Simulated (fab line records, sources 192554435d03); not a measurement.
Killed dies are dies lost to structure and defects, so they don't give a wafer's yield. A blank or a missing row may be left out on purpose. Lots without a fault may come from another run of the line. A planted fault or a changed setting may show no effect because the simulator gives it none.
Chamber matching | flow n5_finfet | N5_BEOL_M2_ETCHBACK_99 on rie_diel-05: 4 sister chambers
The step etches SiO2 in CHF3, target depth 5 nm, time 10.4 s. 4 wafers are shown with their chamber, then 9 later ones without.

WAFERS WITH THEIR CHAMBER
wafer  | chamber | showerhead_plenum_p_Torr (Torr)
L088.3 | 2       | 2.25
L088.4 | 3       | 2.03
L090.4 | 1       | 2.11
L090.5 | 0       | 2.27

WAFERS WITHOUT THEIR CHAMBER
wafer  | showerhead_plenum_p_Torr (Torr)
L092.1 | 2.26
L092.2 | 2.11
L092.5 | 2.25
L095.1 | 2.29
L095.4 | 2.24
L095.6 | 2.29
L096.3 | 2.26
L096.5 | 2.24
L096.6 | 2.10

WHICH CHAMBER EACH WENT THROUGH
wafer  | from the rows above     | in truth
L092.1 | can't be placed: 2 or 0 | 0
L092.2 | 1                       | 1
L092.5 | can't be placed: 2 or 0 | 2
L095.1 | can't be placed: 0 or 2 | 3
L095.4 | can't be placed: 2 or 0 | 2
L095.6 | can't be placed: 0 or 2 | 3
L096.3 | can't be placed: 2 or 0 | 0
L096.5 | can't be placed: 2 or 0 | 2
L096.6 | 1                       | 1
Placed correctly: 2 of 9. Can't be placed from these rows: 7 (the true chamber is among the candidates in 5). Placed wrongly: 0.
How it was worked out, from the rows above alone: a wafer's distance from a chamber is the root of the sum, over the readings, of the square of ((its reading less the chamber's mean) divided by the reading's scatter). The wafer belongs to the nearest chamber; if the next one is less than 2 further off, it can't be placed. A chamber's mean is the mean of its shown wafers. The scatter: with one shown wafer a chamber, the root of the mean of the squares of how far each hidden wafer lies from its nearest shown one.
